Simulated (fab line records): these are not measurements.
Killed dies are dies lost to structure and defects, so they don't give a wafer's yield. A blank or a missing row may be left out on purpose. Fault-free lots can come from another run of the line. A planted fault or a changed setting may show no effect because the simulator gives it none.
A lot that was struck, set against a sound lot	flow nand-harc	15 out of 1302 route steps
Sound: wafers L498.4, L498.5, L498.6. Struck: wafer L485.4 (left out: L485.6, a lot-mate that was not struck); the cause follows at the end.
Per side, at each step with rows, come the tool, then ch with its chambers, and then its first start. Under that, the readings that differ: sound wafers	struck wafers	difference of the means	sigmas: that difference in standard deviations of wafers without a fault.
alike: readings whose means differ by less than 2 such deviations, and words and numbers that are the same on both sides. not compared: withheld readings, readings that some wafer has no value for, bounds like >300 that may hide the same value, and numbers for which the record gives no deviation and whose values overlap.
Wherever a step has rows on one side only, a row that says differs or no value, or a row with sigmas, the two part there. Numbers that have no deviation but don't overlap get no sigmas and don't part them. A reading missing from all wafers of one side parts the sides only when that side holds two or more wafers.

NHARC_A_CHANNEL_HOLE_D2_STRIP_28: strips in O2.
  sound: rie-diel-02 ch 1,2; struck: rie-diel-11 ch 2
reading	sound	struck	difference	sigmas
rf-vpp-V (V)	56.8 57.9 57.2	59.3	+2.0	+2
  alike: chamber-pressure-mTorr, drypump-motor-current-A, oes-product-au, showerhead-plenum-p-Torr, throttle-valve-pct
  not compared: rf-hours-counter-h
then, 2 steps without rows for these wafers: NHARC_A_CHANNEL_HOLE_D2_PRECLEAN_29 (cleans in SC1); NHARC_A_CHANNEL_HOLE_D2_SRD_30.
NHARC_A_CHANNEL_HOLE_D2_CD_MEAS_31:
  sound on cd-sem-01 at day 21 10:13; struck on cd-sem-03 at day 16 10:17
  alike: cd-nm
NHARC_A_CHANNEL_HOLE_D2_XSEM_32:
  sound on xsem-02 ch 0, day 21 10:19; struck on xsem-02 ch 0, day 16 10:23
  alike: bot-cd-nm, bow-nm, tilt-deg
NHARC_A_CHANNEL_HOLE_D2_INSPECT_40:
  sound on defect-inspect-02 at day 21 10:25; struck on defect-inspect-01 at day 16 10:28
  alike: raw-defect-count
then, 2 steps without rows for these wafers: NHARC_A_CHANNEL_FILL_D2_PRECLEAN_00 (cleans in SC1); NHARC_A_CHANNEL_FILL_D2_SRD_01.
NHARC_A_CHANNEL_FILL_D2_ALD_02: deposits SiO2, target thk 6 nm, pulse time 10 s, ald cycles 60.
  sound on ald-hk-03 ch 0,1,2, day 21 10:50; struck on ald-hk-02 ch 3, day 16 10:44
  alike: heater-power-w, precursor-pulse-height-rel, susceptor-temp-C
  not compared: ald-cycles
NHARC_A_CHANNEL_FILL_D2_ALD_03: deposits SiNx, target thk 6 nm, pulse time 60 s, ald cycles 58.
  sound: ald-sin-batch-03 ch 0; struck: ald-sin-batch-03 ch 0
  alike: precursor-pulse-height-rel
  not compared: ald-cycles, susceptor-temp-C
NHARC_A_CHANNEL_FILL_D2_ALD_14: deposits SiO2, target thk 2.5 nm, pulse time 10 s, ald cycles 25.
  sound on ald-hk-03 ch 0,2,3, day 21 15:39; struck on ald-hk-02 ch 3, day 16 17:41
  alike: heater-power-w, precursor-pulse-height-rel, susceptor-temp-C
  not compared: ald-cycles
then, 1 step without rows for these wafers: NHARC_A_CHANNEL_FILL_D2_ALD_15 (deposits SiNx, target thk 2 nm, pulse time 60 s, ald cycles 19).
NHARC_A_CHANNEL_FILL_D2_ALD_16: deposits SiO2, target thk 1.5 nm, pulse time 10 s, ald cycles 15.
  sound on ald-hk-02 ch 0,3, day 21 20:43; struck on ald-hk-03 ch 2, day 16 22:52
reading	sound	struck	difference	sigmas
ald-cycles	15 15 15	18	+3	
precursor-pulse-height-rel	1.005 1.014 0.997	0.966	-0.039	-2
  alike: heater-power-w, susceptor-temp-C
then, 2 steps without rows for these wafers: NHARC_A_CHANNEL_FILL_D2_ANNEAL_17 (time 1800 s); NHARC_END_SORT_01.

== WHERE THEY PART ==
First at NHARC_A_CHANNEL_HOLE_D2_STRIP_28; last, within this record, at NHARC_A_CHANNEL_FILL_D2_ALD_16.

WHY: the cause the simulator had injected
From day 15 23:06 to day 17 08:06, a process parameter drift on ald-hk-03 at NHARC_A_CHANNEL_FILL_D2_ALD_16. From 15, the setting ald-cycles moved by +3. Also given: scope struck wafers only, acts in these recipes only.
